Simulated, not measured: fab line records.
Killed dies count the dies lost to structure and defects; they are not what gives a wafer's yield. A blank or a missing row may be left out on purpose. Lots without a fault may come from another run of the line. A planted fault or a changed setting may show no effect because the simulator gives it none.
3 desks, one fault || flow nand harc || every desk sees just its own numbers, and what lay behind them comes last

DESK OF THE TOOL OWNER: krf scanner-01
The tool's own readings at NHARC_P_ZERO_WELL_EXPOSE_34 (exposes mask P PWELL, target cd 720 nm): means of the sampled wafers that have a number, for each lot that ran on this tool. Marked OUT: a lot whose mean sits more than 4 standard deviations from the usual mean, which makes it out of limits; the brackets give that distance.
Columns: A = exposure dose mJ cm2 at NHARC_P_ZERO_WELL_EXPOSE_34, usual 22.315
{"lot": "L592", "first seen here": "day 1 15:56", "A": 22.317}
{"lot": "L596", "first seen here": "day 2 15:58", "A": "25.254 (+99 or more) OUT"}
{"lot": "L598", "first seen here": "day 3 03:59", "A": "25.201 (+99 or more) OUT"}
Finding of this desk: L596, L598 out of limits; the first was L596 at day 2 15:58, on exposure dose mJ cm2 at NHARC_P_ZERO_WELL_EXPOSE_34. In limits: L592.

METROLOGY DESK
What the gauges read, lot by lot, whatever tool the lot ran on: means of the sampled wafers that have a number. Marked OUT: a lot whose mean sits more than 4 standard deviations from the usual mean, which makes it out of limits; the brackets give that distance.
Columns: A = cd nm at NHARC_P_ZERO_WELL_CD_MEAS_37, usual 720.5 nm
{"lot": "L592", "first seen here": "day 1 16:05", "A": 721.0}
{"lot": "L593", "first seen here": "day 1 22:13", "A": 717.5}
{"lot": "L596", "first seen here": "day 2 16:08", "A": "741.5 (+9.5) OUT"}
{"lot": "L597", "first seen here": "day 2 22:13", "A": 720.0}
{"lot": "L598", "first seen here": "day 3 04:08", "A": "739.8 (+8.8) OUT"}
{"lot": "L604", "first seen here": "day 4 16:07", "A": 720.5}
{"lot": "L605", "first seen here": "day 4 22:17", "A": 721.3}
{"lot": "L606", "first seen here": "day 5 04:06", "A": 720.5}
{"lot": "L608", "first seen here": "day 5 16:17", "A": 724.3}
{"lot": "L612", "first seen here": "day 6 16:14", "A": 720.6}
{"lot": "L614", "first seen here": "day 7 04:08", "A": 720.0}
{"lot": "L615", "first seen here": "day 7 10:05", "A": 721.7}
Finding of this desk: L596, L598 out of limits; the first was L596 at day 2 16:08, on cd nm at NHARC_P_ZERO_WELL_CD_MEAS_37. In limits: L592, L593, L597, L604, L605, L606, L608, L612, L614, L615.

THE DEFECT DESK
For each lot, the counts of the inspections along the route, averaged over the sampled wafers that have a number. Marked OUT: a lot whose mean sits more than 4 standard deviations from the usual mean, which makes it out of limits; the brackets give that distance.
Columns: A = raw defect count at NHARC_P_START_INSPECT_01, usual 3.6
{"lot": "L592", "first seen here": "day 1 12:02", "A": 3.7}
{"lot": "L593", "first seen here": "day 1 18:02", "A": 5.3}
{"lot": "L596", "first seen here": "day 2 12:02", "A": 5.3}
{"lot": "L597", "first seen here": "day 2 18:02", "A": 6.3}
{"lot": "L598", "first seen here": "day 3 00:02", "A": 4.7}
{"lot": "L604", "first seen here": "day 4 12:02", "A": 3.3}
{"lot": "L605", "first seen here": "day 4 18:03", "A": 2.3}
{"lot": "L606", "first seen here": "day 5 00:03", "A": 3.3}
{"lot": "L608", "first seen here": "day 5 12:02", "A": 3.3}
{"lot": "L612", "first seen here": "day 6 12:02", "A": 2.7}
{"lot": "L614", "first seen here": "day 7 00:02", "A": 4.0}
{"lot": "L615", "first seen here": "day 7 06:02", "A": 5.0}
This desk found nothing out of limits on any of the 12 lots.

PUT TOGETHER
At day 2 15:58, on L596, L598, the tool owner's desk was in a position to raise an alarm.
At day 2 16:08 the metrology desk could have sounded an alarm, on L596, L598.
Nothing out of limits was seen by the defect desk.
The defect desk has L596, L598 on record, within its limits.
Every lot named ran NHARC_P_ZERO_WELL_EXPOSE_34 on krf scanner-01.

WHAT HAD BEEN PUT IN BY THE SIMULATOR
Drift in process parameters on krf scanner-01 at NHARC_P_ZERO_WELL_EXPOSE_34, starting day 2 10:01. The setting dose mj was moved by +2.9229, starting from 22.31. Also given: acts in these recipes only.
Lots struck among those shown: L596, L598.
Fault start to first reading out of limits, in hours, per desk: tool owner, 6; metrology, 6.
